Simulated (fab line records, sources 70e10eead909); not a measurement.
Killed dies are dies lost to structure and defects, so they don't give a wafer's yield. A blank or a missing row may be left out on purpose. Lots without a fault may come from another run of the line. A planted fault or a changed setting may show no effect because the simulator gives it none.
Problem report in the 8D (eight disciplines) form, filled by code | flow nand_harc | the parts of the form that need people (team, actions taken, sign-off) are left out

1. THE PROBLEM
oes_product_au at NHARC_P_BONDPAD_ETCH_24 reads a mean of 0.808 a.u. on 2 wafers of 2 lots; wafers without a fault read 0.999 a.u. with a standard deviation of 0.0097. That is -20 standard deviations from the usual mean.
The step: etches the open film in CF4/N2, target depth 30 nm, time 72.99 s.
First seen on wafer L138.4, day 11 09:48, on rie_diel-03. The record holds 42 wafers of 14 lots with a number at this step. Rule for "out", or "out of limits": more than 4 standard deviations from the usual mean. The other wafers with a number count as sound.

2. WHAT IT IS AND WHAT IT IS NOT
question                    | is                | is not
which readings at this step | oes_product_au    | drypump_motor_current_A, rf_fwd_power_W, rf_vpp_V, showerhead_plenum_p_Torr
which lots                  | L137, L138        | L128, L129, L131, L132, L134, L135, L136, L139, L143, L147, L148, L149
which wafers of those lots  | L137.1, L138.4    | L137.2, L137.6, L138.5, L138.6
read on which tools         | rie_diel-03       | rie_diel-02, rie_diel-05
when                        | from day 11 09:48 | up to then (23 sound wafers); but 17 sound wafers of L137, L139, L143, L147, L148, L149 came after

3. SUSPECTS, AND WHAT RULES EACH OUT
Counting: a tool at a process step up to the reading stays a suspect if it ran every lot that is out. Sound lots after the first of them don't rule it out here, since some wafers of a struck lot are sound.
- pecvd-03 at NHARC_P_M2_DEP_33 (deposits SiCN, target thk 30 nm): kept. It ran every lot that is out, first L138 (day 11 07:32); its last sound lot up to then is L129 (day 7 16:02).
- rie_diel-03 at NHARC_P_BONDPAD_ETCH_24 (etches the open film in CF4/N2, target depth 30 nm, time 72.99 s): kept. It ran every lot that is out, first L138 (day 11 09:48); its last sound lot up to then is L136 (day 10 19:13). Its own readings are out on those wafers: oes_product_au.
Left after counting: pecvd-03 at NHARC_P_M2_DEP_33, rie_diel-03 at NHARC_P_BONDPAD_ETCH_24.

4. THE CAUSE (what the simulator had put in)
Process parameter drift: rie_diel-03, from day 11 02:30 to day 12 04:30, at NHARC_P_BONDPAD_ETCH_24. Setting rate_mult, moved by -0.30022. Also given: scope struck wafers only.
Counting left 2 suspects, and this tool is among them.

5. THE CHAIN OF EFFECTS, in route order
Each row: a reading whose mean over the struck wafers that have a number lies more than 3 standard deviations from the usual. Only readings for which the record gives a usual standard deviation are gone through. hours: the time from each lot's start at the first step in this table that gives one to its start at this step, as a median over the lots. sigmas: the change in usual standard deviations.
hours | step                    | reading        | usual      | on struck wafers | change | sigmas
0     | NHARC_P_BONDPAD_ETCH_24 | oes_product_au | 0.999 a.u. | 0.808            | -0.191 | -20
The process steps in it:
- NHARC_P_BONDPAD_ETCH_24: etches the open film in CF4/N2, target depth 30 nm, time 72.99 s.

6. WHAT WOULD HAVE CAUGHT IT SOONER
In this record the first reading out of limits was taken at day 11 09:48, 7 hours after the fault began at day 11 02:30.
